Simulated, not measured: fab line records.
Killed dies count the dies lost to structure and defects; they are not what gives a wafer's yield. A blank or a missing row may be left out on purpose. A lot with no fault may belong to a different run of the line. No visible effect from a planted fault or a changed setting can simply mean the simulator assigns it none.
Which tool is to blame? | flow nand harc | 13 lots with 39 wafers sampled at 4 steps, on a route of 1159 steps

== WHAT THE GAUGES READ, wafer by wafer ==
NHARC_P_GATE_CD_MEAS_91 targets a cd of 2000 nm.
lot  | measured     | on        | cd nm (nm)
L427 | day 5 12:55  | cd sem-03 | 1998.9 1996.3 1999.1
L428 | day 5 21:55  | cd sem-03 | 2001.1 2004.3 2000.7
L431 | day 6 06:02  | cd sem-02 | 1999.8 2000.6 1998.8
L436 | day 7 10:13  | cd sem-02 | 2162.1 2161.5 2163.7
L442 | day 8 15:11  | cd sem-01 | 2000.6 2003.6 2002.2
L443 | day 9 11:31  | cd sem-03 | 2001.4 2000.9 2001.2
L444 | day 9 15:31  | cd sem-03 | 1997.9 1999.8 2000.4
L445 | day 10 00:32 | cd sem-03 | 1997.0 2001.1 2000.9
L447 | day 10 07:17 | cd sem-03 | 1999.9 1999.8 1999.7
L446 | day 10 07:38 | cd sem-01 | 2000.0 2002.7 2000.0
L448 | day 10 16:01 | cd sem-02 | 2000.4 2000.9 1999.7
L449 | day 10 20:34 | cd sem-03 | 1998.3 1999.6 1999.5
L450 | day 10 21:09 | cd sem-03 | 1998.9 1999.8 1997.8

== WHAT TOOL EACH LOT RAN ON (gives the tool, then ch and the chambers of the sampled wafers, and finally the start) ==
lot  | NHARC_P_GATE_ETCH_32            | NHARC_P_GATE_STRIP_108             | NHARC_P_GATE_EXPOSE_88
L427 | rie si-05 ch 1,3, day 4 19:22   | rie diel-01 ch 1,2,3, day 4 19:31  | krf scanner-02 ch 0, day 5 12:45
L428 | rie si-01 ch 1,2,3, day 5 04:50 | rie diel-01 ch 0,2,3, day 5 05:03  | krf scanner-02 ch 0, day 5 21:45
L431 | rie si-01 ch 0,1,2, day 5 15:23 | rie diel-07 ch 1,2,3, day 5 15:33  | krf scanner-02 ch 0, day 6 05:53
L436 | rie si-03 ch 1,2,3, day 6 18:43 | rie diel-07 ch 1,3, day 6 18:52    | krf scanner-02 ch 0, day 7 10:04
L442 | rie si-05 ch 0,1,2, day 8 00:11 | rie diel-07 ch 0,3, day 8 00:22    | krf scanner-02 ch 0, day 8 15:02
L443 | rie si-05 ch 1,2,3, day 8 20:40 | rie diel-03 ch 0,2,3, day 8 20:49  | krf scanner-04 ch 0, day 9 11:22
L444 | rie si-03 ch 0,1,2, day 9 00:50 | rie diel-01 ch 0,1,2, day 9 01:00  | krf scanner-04 ch 0, day 9 15:21
L445 | rie si-01 ch 0,2,3, day 9 07:34 | rie diel-03 ch 1,2,3, day 9 07:44  | krf scanner-02 ch 0, day 10 00:23
L447 | rie si-01 ch 0,3, day 9 16:22   | rie diel-07 ch 0,2,3, day 9 16:32  | krf scanner-04 ch 0, day 10 07:07
L446 | rie si-05 ch 0,1,2, day 9 16:50 | rie diel-07 ch 1,2, day 9 16:59    | krf scanner-03 ch 0, day 10 07:29
L448 | rie si-05 ch 2,3, day 10 01:31  | rie diel-07 ch 0,2,3, day 10 01:46 | krf scanner-03 ch 0, day 10 15:52
L449 | rie si-01 ch 0,2, day 10 05:48  | rie diel-07 ch 1,2,3, day 10 05:59 | krf scanner-04 ch 0, day 10 20:25
L450 | rie si-03 ch 0,3, day 10 06:15  | rie diel-07 ch 0,1,2, day 10 06:26 | krf scanner-03 ch 0, day 10 20:59
- NHARC_P_GATE_ETCH_32: etches the open film in HBr/Cl2, target depth 150 nm, time 100.1 s.
- NHARC_P_GATE_STRIP_108: strips in O2.
- NHARC_P_GATE_EXPOSE_88: exposes mask P HVN, target cd 2000 nm.

== WHAT THE TOOLS THEMSELVES READ (means of the sampled wafers that have a number; where no wafer has one, the mark that the record gives instead) ==
NHARC_P_GATE_ETCH_32.
lot  | tool      | drypump motor current A (A) | mfc cl2 sccm (sccm) | oes product au (a.u.) | throttle valve pct (%)
L427 | rie si-05 | 6.0                         | 50.09               | 0.993                 | 26.406
L428 | rie si-01 | 5.3                         | 50.14               | 1.011                 | 26.409
L431 | rie si-01 | 5.3                         | 49.97               | 1.000                 | 26.406
L436 | rie si-03 | 5.7                         | 49.96               | 0.994                 | 26.416
L442 | rie si-05 | 6.1                         | 50.12               | 0.997                 | 26.412
L443 | rie si-05 | 6.1                         | 49.89               | 1.003                 | 26.400
L444 | rie si-03 | 5.9                         | 50.00               | 0.996                 | 26.404
L445 | rie si-01 | 5.6                         | 50.00               | 1.001                 | 26.399
L447 | rie si-01 | 5.8                         | 50.14               | 0.998                 | 26.407
L446 | rie si-05 | 6.1                         | 49.99               | 0.996                 | 26.406
L448 | rie si-05 | 6.5                         | 50.03               | 1.009                 | 26.414
L449 | rie si-01 | 5.5                         | 49.93               | 0.998                 | 26.400
L450 | rie si-03 | 6.0                         | 50.03               | 0.996                 | 26.403

NHARC_P_GATE_STRIP_108.
lot  | tool        | drypump motor current A (A) | oes product au (a.u.) | rf vpp V (V) | showerhead plenum p Torr (Torr) | throttle valve pct (%)
L427 | rie diel-01 | 5.77                        | 1.002                 | 57.8         | 3.41                            | 17.032
L428 | rie diel-01 | 5.84                        | 1.004                 | 58.4         | 3.47                            | 17.038
L431 | rie diel-07 | 5.79                        | 1.000                 | 59.1         | 3.52                            | 17.043
L436 | rie diel-07 | 5.69                        | 0.988                 | 58.5         | 3.65                            | 17.030
L442 | rie diel-07 | 5.79                        | 0.997                 | 57.7         | 3.45                            | 17.039
L443 | rie diel-03 | 6.10                        | 0.993                 | 58.3         | 3.45                            | 17.038
L444 | rie diel-01 | 6.06                        | 0.997                 | 58.2         | 3.49                            | 17.050
L445 | rie diel-03 | 6.19                        | 0.989                 | 58.2         | 3.37                            | 17.037
L447 | rie diel-07 | 5.88                        | 1.000                 | 57.3         | 3.45                            | 17.044
L446 | rie diel-07 | 5.76                        | 0.991                 | 57.7         | 3.64                            | 17.045
L448 | rie diel-07 | 5.87                        | 0.997                 | 57.1         | 3.45                            | 17.038
L449 | rie diel-07 | 5.79                        | 0.997                 | 58.4         | 3.51                            | 17.037
L450 | rie diel-07 | 5.85                        | 0.999                 | 57.6         | 3.58                            | 17.038

== THE ANSWER, worked out from the rows above alone ==
Rule: usual is defined by the lots themselves. Put in order of their means at a reading, lots are off if they are a third of the lots or fewer, leave a main group of 4 or more, and stand apart from it by a gap of 3 or more times the standard deviation of the main group's means; of several such gaps the widest counts. Not used: any main group whose means are identical at the precision the tables above print for the reading. Also off: a lot with no number at a reading for which 4 or more lots have one. All remaining lots with rows at the step are treated as sound. Order of review: gauges by route order, followed by the tools' own readings, for which a lot's mean as printed above is used. At the first step where some lot is off, the reading lying furthest off is the one used; lots without a number count as furthest.
Off: L436 (NHARC_P_GATE_CD_MEAS_91, cd nm). The main group has a mean of 2000.1 nm with a standard deviation of 1.2.
A tool fits if, at a process step before that reading, it ran every lot that is off, and no sound lot after the first of them. Those tools and the gauges at NHARC_P_GATE_CD_MEAS_91 are tried in the same way. No candidate that was tried fits.

== WHAT THE SIMULATOR PUT IN ==
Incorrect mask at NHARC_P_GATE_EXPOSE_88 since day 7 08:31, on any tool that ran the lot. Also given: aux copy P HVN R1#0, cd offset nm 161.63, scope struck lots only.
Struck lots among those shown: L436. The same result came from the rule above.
